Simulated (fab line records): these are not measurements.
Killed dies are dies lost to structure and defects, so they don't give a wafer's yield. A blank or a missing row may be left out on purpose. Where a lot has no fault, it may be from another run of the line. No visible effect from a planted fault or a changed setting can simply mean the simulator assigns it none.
Comparing a struck lot with a sound one + flow nandHarc + 15 steps out of a route of 1159
Sound: wafers L924.1, L924.3, L924.4. The struck wafers were L938.2, L938.4. The cause comes at the end.
Each step with rows lists, per side, the tool, then ch with its chambers, then its first start. Under that, the readings that differ: sound wafers + struck wafers + difference of the means + sigmas: that difference in standard deviations of wafers without a fault.
alike: a reading whose means differ by less than 2 such deviations, as well as words and numbers matching on both sides. not compared: withheld readings; readings where some wafer has no value; bounds like >300 that might hide an equal value; numbers whose values overlap and for which the record gives no deviation.
Wherever a step has rows on one side only, a row that says differs or no value, or a row with sigmas, the two part there. Numbers that have no deviation but don't overlap get no sigmas and don't part them. A reading that every wafer of one side lacks parts them only if that side has two wafers or more.

first, 1 step without rows for these wafers: NHARC_A_ONON_D1_DEP_00 (target thk 1000 nm).
NHARC_A_ONON_D1_THK_MEAS_02: measures by ellipsometry.
  sound on filmMetro-02 at day 7 20:48; struck on filmMetro-02 at day 10 15:04
  alike: thkNm
then, no rows for these wafers at 1 step: NHARC_A_ONON_D1_DEP_03 (target thk 1000 nm).
NHARC_A_ONON_D1_THK_MEAS_05: measures by ellipsometry.
  sound on filmMetro-02 at day 7 21:22; struck on filmMetro-01 at day 10 15:37
  alike: thkNm
then, no rows for these wafers at 1 step: NHARC_A_ONON_D1_DEP_06 (target thk 1000 nm).
NHARC_A_ONON_D1_THK_MEAS_08: measures by ellipsometry.
  sound on filmMetro-02 at day 7 21:56; struck on filmMetro-01 at day 10 16:11
| reading    | sound          | struck  | difference | sigmas |
|------------|----------------|---------|------------|--------|
| thkNm (nm) | 1018 1018 1020 | 986 988 | -32        | -3     |
then, no rows for these wafers at 1 step: NHARC_A_ONON_D1_DEP_09 (target thk 1000 nm).
NHARC_A_ONON_D1_THK_MEAS_11: measures by ellipsometry.
  sound on filmMetro-02 at day 7 22:30; struck on filmMetro-02 at day 10 16:45
  alike: thkNm
then, no rows for these wafers at 1 step: NHARC_A_ONON_D1_DEP_12 (target thk 1000 nm).
NHARC_A_ONON_D1_THK_MEAS_14: measures by ellipsometry.
  sound on filmMetro-02 at day 7 23:04; struck on filmMetro-02 at day 10 17:19
  alike: thkNm
then, 1 step without rows for these wafers: NHARC_A_ONON_D1_ANNEAL_15 (time 3600 s).
NHARC_A_ONON_D1_DEP_16: target thk 1000 nm.
  sound on pecvdOnon-03 ch 0, day 8 07:02; struck on pecvdOnon-03 ch 0, day 10 23:54
  alike: susceptorTempC
NHARC_A_ONON_D1_THK_MEAS_18: measures by ellipsometry.
  sound on filmMetro-01 at day 8 07:32; struck on filmMetro-01 at day 11 00:21
| reading    | sound          | struck    | difference | sigmas |
|------------|----------------|-----------|------------|--------|
| thkNm (nm) | 1013 1013 1014 | 1534 1533 | +520       | +52    |
then, no rows for these wafers at 1 step: NHARC_A_ONON_D1_DEP_19 (target thk 1000 nm).
-- record jumps: 12 days between struck wafers' starts before vs after; left off in module A_ONON_D1, resumes in module END, first step shown is number 1159 of the route --
NHARC_END_SORT_01:
  at this point the record logs the struck wafers (prober-02 ch 0, day 22 14:26) and has no rows for the sound ones

## WHERE THEY PART
Last at NHARC_END_SORT_01 as far as this record goes, first at NHARC_A_ONON_D1_THK_MEAS_08.

WHY: the cause the simulator had injected
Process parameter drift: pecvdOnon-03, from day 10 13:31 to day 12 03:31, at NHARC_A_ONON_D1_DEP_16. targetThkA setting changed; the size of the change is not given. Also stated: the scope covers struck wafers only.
